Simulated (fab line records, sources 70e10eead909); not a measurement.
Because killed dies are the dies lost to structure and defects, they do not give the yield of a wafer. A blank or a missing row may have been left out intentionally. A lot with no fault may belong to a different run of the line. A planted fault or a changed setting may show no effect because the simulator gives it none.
Chamber matching || flow nand_harc || NHARC_A_BLC_STRIP_21 on rie_diel-09: 4 sister chambers
The step strips in O2. 8 wafers are shown with their chamber, then 12 later ones without.

EACH WAFER AND ITS CHAMBER
{"wafer": "L080.6", "chamber": 0, "showerhead_plenum_p_Torr (Torr)": 3.66, "drypump_motor_current_A (A)": 5.81}
{"wafer": "L083.4", "chamber": 1, "showerhead_plenum_p_Torr (Torr)": 3.43, "drypump_motor_current_A (A)": 5.89}
{"wafer": "L085.3", "chamber": 3, "showerhead_plenum_p_Torr (Torr)": 3.46, "drypump_motor_current_A (A)": 6.13}
{"wafer": "L085.4", "chamber": 0, "showerhead_plenum_p_Torr (Torr)": 3.65, "drypump_motor_current_A (A)": 5.80}
{"wafer": "L085.6", "chamber": 2, "showerhead_plenum_p_Torr (Torr)": 3.52, "drypump_motor_current_A (A)": 6.01}
{"wafer": "L086.1", "chamber": 3, "showerhead_plenum_p_Torr (Torr)": 3.46, "drypump_motor_current_A (A)": 6.14}
{"wafer": "L086.3", "chamber": 1, "showerhead_plenum_p_Torr (Torr)": 3.43, "drypump_motor_current_A (A)": 5.90}
{"wafer": "L086.5", "chamber": 2, "showerhead_plenum_p_Torr (Torr)": 3.52, "drypump_motor_current_A (A)": 6.00}

WAFERS WHOSE CHAMBER IS MISSING
{"wafer": "L087.1", "showerhead_plenum_p_Torr (Torr)": 3.65, "drypump_motor_current_A (A)": 5.87}
{"wafer": "L087.2", "showerhead_plenum_p_Torr (Torr)": 3.46, "drypump_motor_current_A (A)": 6.16}
{"wafer": "L087.5", "showerhead_plenum_p_Torr (Torr)": 3.43, "drypump_motor_current_A (A)": 5.82}
{"wafer": "L090.1", "showerhead_plenum_p_Torr (Torr)": 3.65, "drypump_motor_current_A (A)": 5.82}
{"wafer": "L090.3", "showerhead_plenum_p_Torr (Torr)": 3.52, "drypump_motor_current_A (A)": 5.99}
{"wafer": "L090.6", "showerhead_plenum_p_Torr (Torr)": 3.43, "drypump_motor_current_A (A)": 5.88}
{"wafer": "L093.1", "showerhead_plenum_p_Torr (Torr)": 3.42, "drypump_motor_current_A (A)": 5.84}
{"wafer": "L093.3", "showerhead_plenum_p_Torr (Torr)": 3.46, "drypump_motor_current_A (A)": 6.16}
{"wafer": "L093.5", "showerhead_plenum_p_Torr (Torr)": 3.65, "drypump_motor_current_A (A)": 5.85}
{"wafer": "L096.2", "showerhead_plenum_p_Torr (Torr)": 3.42, "drypump_motor_current_A (A)": 5.84}
{"wafer": "L096.5", "showerhead_plenum_p_Torr (Torr)": 3.42, "drypump_motor_current_A (A)": 5.83}
{"wafer": "L096.6", "showerhead_plenum_p_Torr (Torr)": 3.65, "drypump_motor_current_A (A)": 5.85}

WHICH CHAMBER EACH ONE RAN IN
{"wafer": "L087.1", "from the rows above": 0, "in truth": 0}
{"wafer": "L087.2", "from the rows above": 3, "in truth": 3}
{"wafer": "L087.5", "from the rows above": 1, "in truth": 1}
{"wafer": "L090.1", "from the rows above": 0, "in truth": 0}
{"wafer": "L090.3", "from the rows above": 2, "in truth": 2}
{"wafer": "L090.6", "from the rows above": 1, "in truth": 1}
{"wafer": "L093.1", "from the rows above": 1, "in truth": 1}
{"wafer": "L093.3", "from the rows above": 3, "in truth": 3}
{"wafer": "L093.5", "from the rows above": 0, "in truth": 0}
{"wafer": "L096.2", "from the rows above": 1, "in truth": 1}
{"wafer": "L096.5", "from the rows above": 1, "in truth": 1}
{"wafer": "L096.6", "from the rows above": 0, "in truth": 0}
Correctly placed: 12 of 12. From these rows, 0 cannot be placed. Placed wrongly: 0.
How it was worked out, from the rows above alone: a wafer's distance from a chamber is the root of the sum, over the readings, of the square of ((its reading less the chamber's mean) divided by the reading's scatter). If the next closest chamber is less than 2 further off than the closest, the wafer can't be placed; otherwise it belongs to the closest. The mean given for a chamber averages the wafers shown for that chamber. How the scatter is found: for the shown wafers, subtract from each reading the mean of its chamber, square and add these, divide the total by (wafers less chambers), then take the root.
